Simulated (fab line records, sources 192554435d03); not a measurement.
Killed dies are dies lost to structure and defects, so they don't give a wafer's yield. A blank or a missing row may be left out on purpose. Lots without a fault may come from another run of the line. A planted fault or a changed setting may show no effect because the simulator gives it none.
A struck lot beside a sound one | flow n5_finfet | 33 steps out of a route of 1938
Sound: wafers L658.4, L658.5, L658.6. Struck: wafers L664.1, L664.4, L664.5. The cause comes at the end.
At each step with rows: each side's tool, then ch and its chambers, then its first start. Under that, the readings that differ: sound wafers | struck wafers | difference of the means | sigmas: that difference in standard deviations of wafers without a fault.
alike: readings whose means differ by less than 2 such deviations, and words and numbers that are the same on both sides. not compared: withheld readings, readings that some wafer has no value for, bounds like >300 that may hide the same value, and numbers for which the record gives no deviation and whose values overlap.
The two part at a step that has a row with sigmas, a row that says differs or no value, or rows on one side only. Numbers that don't overlap but have no deviation are shown without sigmas and don't part them. A reading that every wafer of one side lacks parts them only if that side has two wafers or more.

first, 10 steps without rows for these wafers: N5_BEOL_M11_HM_STRIP_39 (strips TiN in peroxide tin strip, target depth 25 nm, time 158 s); N5_BEOL_M11_SRD_40 (time 30 s); N5_BEOL_M11_PRECLEAN_42 (cleans in residue remover, time 60 s); N5_BEOL_M11_SRD_43 (time 30 s); N5_BEOL_M11_CURE_72 (cures SiCOH lowk, time 120 s); N5_BEOL_M11_DEGAS_44 (time 60 s); N5_BEOL_M11_PRE_CLEAN_45 (time 30 s); N5_BEOL_M11_ALD_74 (deposits TaN, target thk 2 nm, pulse time 2 s, purge time 3 s); N5_BEOL_M11_SURFACE_TREAT_76; N5_BEOL_M11_CVD_75 (deposits Co from CCTBA/H2, target thk 2 nm, time 138.9 s).
N5_BEOL_M11_SPUTTER_48: material Cu, target thk 12 nm, time 2 s.
  sound on pvd_sputter-02, day 14 09:32; struck on pvd_sputter-02, day 15 21:57
  alike: susceptor_temp_C, throttle_valve_pct
then, 21 steps without rows for these wafers: N5_BEOL_M11_ECD_50 (material Cu, target thk 318 nm); N5_BEOL_M11_ANNEAL_51 (time 90 s); N5_BEOL_M11_CMP_52 (polishes, stops on SiCOH lowk, t overpolish 7 s, target thk 140 nm); N5_BEOL_M11_PRE_CLEAN_55 (time 15 s); N5_BEOL_M11_DEP_56 (deposits SiCN from 3MS/NH3, target thk 30 nm, time 10.5 s); N5_BEOL_M12_ILD_DEP_00 (deposits SiOC from DEMS/O2, target thk 658.92 nm, time 130.7 s); N5_BEOL_M12_COAT_58 (time 60 s, resist thk 89 nm); N5_BEOL_M12_COAT_04 (resist thk 400 nm); N5_BEOL_M12_EBR_06; N5_BEOL_M12_SOFTBAKE_05 (time 60 s); N5_BEOL_M12_EXPOSE_07 (exposes mask V11); N5_BEOL_M12_PEB_08 (peb time 90 s); N5_BEOL_M12_DEVELOP_09 (develop time 45 s); N5_BEOL_M12_HARDBAKE_14 (time 120 s); N5_BEOL_M12_DESCUM_15 (chemistry O2, time 7.9 s); N5_BEOL_M12_ETCH_59 (etches BARC in N2/H2, target depth 89 nm, overetch 26.7 nm, time 67.9 s); N5_BEOL_M12_VIA_ETCH_16 (etches SiOC in C4F8/O2/Ar, target depth 724.8 nm); N5_BEOL_M12_STRIP_63 (strips in N2/H2); N5_BEOL_M12_STRIP_64 (strips in N2/H2); N5_BEOL_M12_STRIP_71 (strips in post etch residue remover, time 60 s); N5_BEOL_M12_SRD_72 (time 30 s, dry time 30 s).
N5_PASSIVATION_PROBE_49:
  the record has rows for the struck wafers here (prober-02, day 17 11:24) and none for the sound ones

WHERE THEY PART
Only at N5_PASSIVATION_PROBE_49, within this record.

WHY: what the simulator had put in
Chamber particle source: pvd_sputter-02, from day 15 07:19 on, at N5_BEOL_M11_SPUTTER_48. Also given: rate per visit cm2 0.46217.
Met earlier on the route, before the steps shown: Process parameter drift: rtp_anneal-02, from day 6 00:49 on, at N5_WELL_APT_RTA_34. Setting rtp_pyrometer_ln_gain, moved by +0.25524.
